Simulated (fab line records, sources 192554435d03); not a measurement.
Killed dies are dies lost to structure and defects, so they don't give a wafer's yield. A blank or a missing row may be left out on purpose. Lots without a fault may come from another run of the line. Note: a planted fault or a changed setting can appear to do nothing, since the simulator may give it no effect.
fab line records | flow n5_finfet | part 2 of 2: steps 19 to 20 of 20
record: lots: 6 | wafers: 18 | last_day: 18
route steps=1938 shown FIN_CUT@161 BEOL_M4@1111 PASSIVATION@1936
lots that met no fault: taken from a fault-free run of the same line
start_h: the number of hours between the record's first day and the start of the first shown wafer of the lot | wait_h: time in hours since the lot's previous step | " same as the row above | L1.1+2: one row covering several wafers at once | - no value present, or no start provided | * or withheld: withheld | < > ~ a bound
route shown NAME@n: a module of which the file shows steps, and the number in the route of the first | usual: average and standard deviation across the fault-free wafers | same: alike in all rows | chamber/n: place in a boat | sites: each site's reading | _std_site: standard deviation across them | _edge_site: inner sites' mean taken away from outer sites' mean | radius_mm: how far each site lies from the wafer's centre | mask NAME#n: copy n | behind: the most recent tool/chamber to have shaped the wafer | hold: why the lot was held/for how many hours/how that ended | device: names the non-switching transistor (n, p or np) | end of line: the tests these same wafers got at the end of their route | a step given without rows: its recipe and nothing more | killed: not the wafer's yield, but the dies lost to structure and defects at the first sort | map: dies across one wafer; x = killed, . = not, _ = none there
set.NAME: the setting the step ran with; set.NAME@STEP: the setting that earlier step ran with | model.NAME: the simulator's own value behind a step, which no gauge read
certain route steps with their lots: each step a table, each wafer a row
services: when a tool's chamber went out of use (start_h, in hours from the record's first day, below 0 if earlier), for how many hours, and the reason
== steps ==
step: N5_BEOL_M4_RC_MEAS_101
usual: DIBL_N: 36.5/1.2 | DIBL_P: 36.5/1.6 | IOFF_N: 0.162/0.023 | IOFF_P: 0.221/0.03 | ION_N: 678/8 | ION_P: 466/6.3 | SS_N: 71.6/0.46 | SS_P: 73.3/0.57 | VT_N: 249.2/2.6 | VT_P: -249/3.3
lot.wafer | tool      | chamber | start_h | wait_h | DIBL_N[mV/V] | DIBL_P[mV/V] | IOFF_N[nA/um] | IOFF_P[nA/um] | ION_N[uA/um] | ION_P[uA/um] | SS_N[mV/dec] | SS_P[mV/dec] | VT_N[mV] | VT_P[mV]
L458.1    | prober-02 | 0       | 183.65  | 0.2    | 36.7         | 34.6         | 0.143         | 0.196         | 678          | 464          | 71.0         | 73.4         | 248.6    | -251
L458.3    | "         | 0       | "       | "      | 37.6         | 35.5         | 0.163         | 0.217         | 678          | 467          | 72.2         | 73.2         | 249.7    | -251
L458.4    | "         | 0       | "       | "      | 38.1         | 36.1         | 0.178         | 0.223         | 683          | 469          | 71.6         | 73.8         | 248.2    | -249
L460.3    | prober-02 | 0       | 242.90  | 0.7    | 34.9         | 34.3         | 0.117         | 0.179         | 663          | 461          | 70.9         | 73.0         | 256.9    | -254
L460.5    | "         | 0       | "       | "      | 36.3         | 36.4         | 0.145         | 0.200         | 669          | 463          | 71.2         | 73.1         | 251.3    | -253
L460.6    | "         | 0       | "       | "      | 36.0         | 36.1         | 0.139         | 0.198         | 678          | 465          | 71.0         | 73.7         | 251.1    | -252
L467.2    | prober-02 | 0       | 265.45  | 0.2    | 35.8         | 33.9         | 0.134         | 0.179         | 674          | 459          | 70.8         | 72.8         | 249.3    | -253
L467.3    | "         | 0       | "       | "      | 37.2         | 36.5         | 0.172         | 0.213         | 681          | 462          | 72.0         | 73.1         | 245.3    | -249
L467.5    | "         | 0       | "       | "      | 37.3         | 36.1         | 0.162         | 0.206         | 673          | 461          | 71.6         | 72.7         | 249.4    | -252
L471.1    | prober-01 | 0       | 290.47  | 0.0    | 36.9         | 37.2         | 0.184         | 0.238         | 687          | 470          | 71.5         | 73.6         | 249.1    | -247
L471.4    | "         | 0       | "       | "      | 38.4         | 38.9         | 0.201         | 0.269         | 687          | 472          | 71.7         | 74.0         | 246.3    | -245
L471.6    | "         | 0       | "       | "      | 37.4         | 38.2         | 0.184         | 0.259         | 684          | 472          | 72.3         | 74.2         | 250.2    | -246
L476.3    | prober-01 | 0       | 324.04  | 0.3    | 37.6         | 41.0         | 0.226         | 0.292         | 692          | 478          | 72.8         | 73.8         | 243.8    | -244
L476.4    | "         | 0       | "       | "      | 34.6         | 37.4         | 0.157         | 0.224         | 685          | 474          | 71.3         | 73.6         | 246.7    | -248
L476.6    | "         | 0       | "       | "      | 34.3         | 36.7         | 0.150         | 0.209         | 679          | 464          | 72.0         | 72.6         | 247.5    | -249
L475.2    | prober-01 | 0       | 325.84  | 0.2    | 35.2         | 35.3         | 0.146         | 0.186         | 676          | 460          | 71.1         | 72.7         | 249.7    | -253
L475.3    | "         | 0       | "       | "      | 35.0         | 34.9         | 0.140         | 0.182         | 686          | 462          | 71.2         | 72.3         | 250.2    | -253
L475.5    | "         | 0       | "       | "      | 37.0         | 37.6         | 0.172         | 0.231         | 681          | 468          | 71.4         | 73.8         | 246.7    | -250
step: N5_PASSIVATION_PROBE_49
usual: defect_limited_yield: 91.2/1.3 | killed_at_M0_to_M3: 34/9.2 | killed_at_M4_up: 14/5 | killed_at_contacts: 13/6.7 | killed_at_front_end: 39/12 | killed_at_other: 4/3.3 | killed_dies: 104/15 | killed_open: 68/12 | killed_short: 34/7.5 | sort_bin_5_function: 5.2/0.87 | sort_bin_6_memory: 3.3/0.63 | sort_n_pass: 1076/15 | sort_yield_pct: 91.2/1.3
same: gross_dies: 1180 | killed_at_back_side: 0 | sort_bin_4_leakage[%]: 0 | sort_bin_8_speed[%]: 0
lot.wafer | tool      | chamber | start_h | wait_h | defect_limited_yield[%] | killed_at_M0_to_M3 | killed_at_M4_up | killed_at_contacts | killed_at_front_end | killed_at_other | killed_dies | killed_open | killed_short | sort_bin_5_function[%] | sort_bin_6_memory[%] | sort_n_pass | sort_yield_pct[%]
L460.3    | prober-01 | -       | 341.68  | 0.3    | 92.7                    | 24                 | 12              | 20                 | 28                  | 2               | 86          | 56          | 29           | 4.2                    | 3.0                  | 1094        | 92.7
L460.5    | prober-01 | -       | 341.78  | 0.4    | 92.5                    | 37                 | 12              | 16                 | 18                  | 6               | 89          | 55          | 33           | 5.2                    | 2.4                  | 1091        | 92.5
L460.6    | prober-01 | -       | 341.83  | 0.5    | 94.6                    | 17                 | 12              | 10                 | 18                  | 7               | 64          | 41          | 22           | 3.1                    | 2.1                  | 1116        | 94.6
L467.2    | prober-02 | -       | 369.60  | 0.1    | 91.9                    | 22                 | 17              | 23                 | 29                  | 5               | 96          | 63          | 32           | 4.7                    | 3.4                  | 1084        | 91.9
L467.3    | prober-02 | -       | 369.65  | 0.1    | 91.9                    | 36                 | 19              | 12                 | 24                  | 4               | 95          | 64          | 29           | 5.3                    | 2.3                  | 1085        | 91.9
L467.5    | prober-02 | -       | 369.75  | 0.2    | 90.8                    | 38                 | 17              | 11                 | 40                  | 3               | 109         | 69          | 39           | 5.6                    | 3.2                  | 1071        | 90.8
L471.1    | prober-02 | -       | 397.02  | 0.0    | 88.8                    | 34                 | 21              | 22                 | 53                  | 2               | 132         | 93          | 36           | 6.9                    | 4.2                  | 1048        | 88.8
L471.4    | prober-02 | -       | 397.17  | 0.2    | 91.1                    | 19                 | 16              | 27                 | 41                  | 2               | 105         | 70          | 33           | 4.6                    | 4.2                  | 1075        | 91.1
L471.6    | prober-02 | -       | 397.27  | 0.3    | 89.3                    | 38                 | 6               | 27                 | 52                  | 3               | 126         | 84          | 40           | 6.4                    | 3.7                  | 1054        | 89.3
L476.3    | prober-02 | -       | 438.13  | 0.6    | 91.0                    | 31                 | 9               | 17                 | 38                  | 11              | 106         | 74          | 31           | 5.5                    | 3.1                  | 1074        | 91.0
L475.2    | prober-02 | -       | 439.89  | 0.4    | 90.2                    | 16                 | 6               | 17                 | 72                  | 5               | 116         | 68          | 44           | 5.9                    | 3.6                  | 1064        | 90.2
L475.3    | prober-02 | -       | 439.94  | 0.4    | 91.3                    | 34                 | 7               | 10                 | 51                  | 1               | 103         | 65          | 38           | 4.1                    | 4.2                  | 1077        | 91.3
L475.5    | prober-02 | -       | 440.04  | 0.5    | 89.6                    | 42                 | 15              | 17                 | 44                  | 5               | 123         | 86          | 36           | 5.9                    | 4.2                  | 1057        | 89.6
killed by level:class
L460.3 MOL_CONTACT_COAG:geometric_particle:open=16 FIN_SAQP:geometric_particle:short=9 BEOL_M2:geometric_particle:open=5 BEOL_M3:geometric_particle:open=5 BEOL_M4:geometric_particle:open=5 GATE_CUT:geometric_particle:open=4 MOL_CONTACT_COAG:geometric_particle:short=4 BEOL_M0_SAQP:geometric_particle:open=4
L460.5 MOL_CONTACT_COAG:geometric_particle:open=11 BEOL_M0_SAQP:geometric_particle:open=9 BEOL_M3:geometric_particle:open=8 BEOL_M4:geometric_particle:open=6 FIN_SAQP:geometric_particle:open=5 FIN_SAQP:geometric_particle:short=5 MOL_CONTACT_COAG:geometric_particle:short=5 BEOL_M0_SAQP:geometric_particle:short=5
L460.6 MOL_CONTACT_COAG:geometric_particle:open=8 BEOL_M3:geometric_particle:open=8 FIN_SAQP:geometric_particle:short=6 BEOL_M4:geometric_particle:open=4 FIN_SAQP:geometric_particle:open=2 STI_FIN_REVEAL:geometric_particle:open=2 DUMMY_GATE:geometric_particle:open=2 GATE_CUT:geometric_particle:short=2
L467.2 MOL_CONTACT_COAG:geometric_particle:open=20 FIN_SAQP:geometric_particle:open=6 BEOL_M4:geometric_particle:open=5 BEOL_M1:geometric_particle:short=4 DUMMY_GATE:geometric_particle:open=4 GATE_CUT:geometric_particle:short=4 BEOL_M1:geometric_particle:open=4 BEOL_M2:geometric_particle:open=4
L467.3 BEOL_M4:geometric_particle:open=11 MOL_CONTACT_COAG:geometric_particle:open=10 FIN_SAQP:geometric_particle:short=7 BEOL_M0_SAQP:geometric_particle:open=7 BEOL_M2:geometric_particle:open=7 BEOL_M3:geometric_particle:open=7 BEOL_M0_SAQP:geometric_particle:short=6 FIN_SAQP:geometric_particle:open=5
L467.5 FIN_SAQP:geometric_particle:open=19 BEOL_M0_SAQP:geometric_particle:short=10 FIN_SAQP:geometric_particle:short=9 MOL_CONTACT_COAG:geometric_particle:open=9 BEOL_M3:geometric_particle:open=9 BEOL_M0_SAQP:geometric_particle:open=5 BEOL_M1:geometric_particle:open=5 BEOL_M0:geometric_particle:open=4
L471.1 STI_FIN_REVEAL:geometric_particle:open=20 MOL_CONTACT_COAG:geometric_particle:open=20 FIN_SAQP:geometric_particle:short=10 BEOL_M1:geometric_particle:open=8 BEOL_M0_SAQP:geometric_particle:short=6 BEOL_M0_SAQP:geometric_particle:open=6 DUMMY_GATE:geometric_particle:open=5 BEOL_M3:geometric_particle:open=5
L471.4 MOL_CONTACT_COAG:geometric_particle:open=22 STI_FIN_REVEAL:geometric_particle:open=9 DUMMY_GATE:geometric_particle:open=8 FIN_SAQP:geometric_particle:open=7 FIN_SAQP:geometric_particle:short=6 MOL_CONTACT_COAG:geometric_particle:short=5 BEOL_M0_SAQP:geometric_particle:open=5 BEOL_M4:geometric_particle:open=5
L471.6 MOL_CONTACT_COAG:geometric_particle:open=23 FIN_SAQP:geometric_particle:open=9 STI_FIN_REVEAL:geometric_particle:open=9 DUMMY_GATE:geometric_particle:open=8 BEOL_M1:geometric_particle:open=8 FIN_SAQP:geometric_particle:short=7 GATE_CUT:geometric_particle:short=6 BEOL_M3:geometric_particle:open=5
L476.3 MOL_CONTACT_COAG:geometric_particle:open=14 BEOL_M2:geometric_particle:open=10 FIN_SAQP:geometric_particle:short=9 DUMMY_GATE:geometric_particle:open=9 BEOL_M0_SAQP:geometric_particle:open=7 BEOL_M3:geometric_particle:open=6 STI_FIN_REVEAL:geometric_particle:open=4 FIN_SAQP:geometric_particle:open=3
L475.2 FIN_SAQP:geometric_particle:short=26 FIN_SAQP:geometric_particle:open=17 MOL_CONTACT_COAG:geometric_particle:open=16 STI_FIN_REVEAL:geometric_particle:open=12 DUMMY_GATE:geometric_particle:open=4 GATE_CUT:geometric_particle:short=4 BEOL_M2:geometric_particle:open=4 BEOL_M3:geometric_particle:open=4
L475.3 FIN_SAQP:geometric_particle:short=15 FIN_SAQP:geometric_particle:open=13 BEOL_M3:geometric_particle:open=12 MOL_CONTACT_COAG:geometric_particle:open=8 BEOL_M0_SAQP:geometric_particle:short=7 GATE_CUT:geometric_particle:short=5 BEOL_M0_SAQP:geometric_particle:open=5 BEOL_M2:geometric_particle:open=5
L475.5 MOL_CONTACT_COAG:geometric_particle:open=16 BEOL_M3:geometric_particle:open=16 FIN_SAQP:geometric_particle:open=13 BEOL_M2:geometric_particle:open=8 BEOL_M4:geometric_particle:open=8 DUMMY_GATE:geometric_particle:open=7 FIN_SAQP:geometric_particle:short=6 BEOL_M2:geometric_particle:short=5
== services ==
tool        | chamber | start_h | hours | kind
rie_diel-03 | 2       | 4.71    | 7.2   | repair
rie_diel-02 | 0       | 12.34   | 13.6  | repair
rie_diel-03 | -       | 13.33   | 14.6  | pm
rie_diel-05 | 1       | 21.46   | -     | clean
rie_diel-05 | 1       | 21.46   | -     | consumable_replace:focus_ring
rie_diel-05 | 1       | 21.46   | 18.7  | scheduled_down
rie_diel-05 | 1       | 21.46   | 18.7  | vent_cycle
rie_si-03   | -       | 41.01   | 2.8   | pm
rie_diel-02 | 0       | 44.84   | 6.4   | repair
rie_si-03   | 2       | 93.10   | 14.9  | repair
rie_diel-05 | 3       | 93.94   | 21.0  | repair
rie_diel-02 | 1       | 107.68  | 15.5  | repair
rie_diel-02 | 2       | 107.69  | 2.9   | repair
rie_si-03   | -       | 109.49  | 0.4   | repair
rie_si-03   | 3       | 112.39  | -     | clean
rie_si-03   | 3       | 112.39  | 14.2  | scheduled_down
rie_si-03   | 3       | 112.39  | 14.2  | vent_cycle
rie_diel-05 | 2       | 115.16  | -     | clean
rie_diel-05 | 2       | 115.16  | -     | consumable_replace:focus_ring
rie_diel-05 | 2       | 115.16  | 17.7  | scheduled_down
rie_diel-05 | 2       | 115.16  | 17.7  | vent_cycle
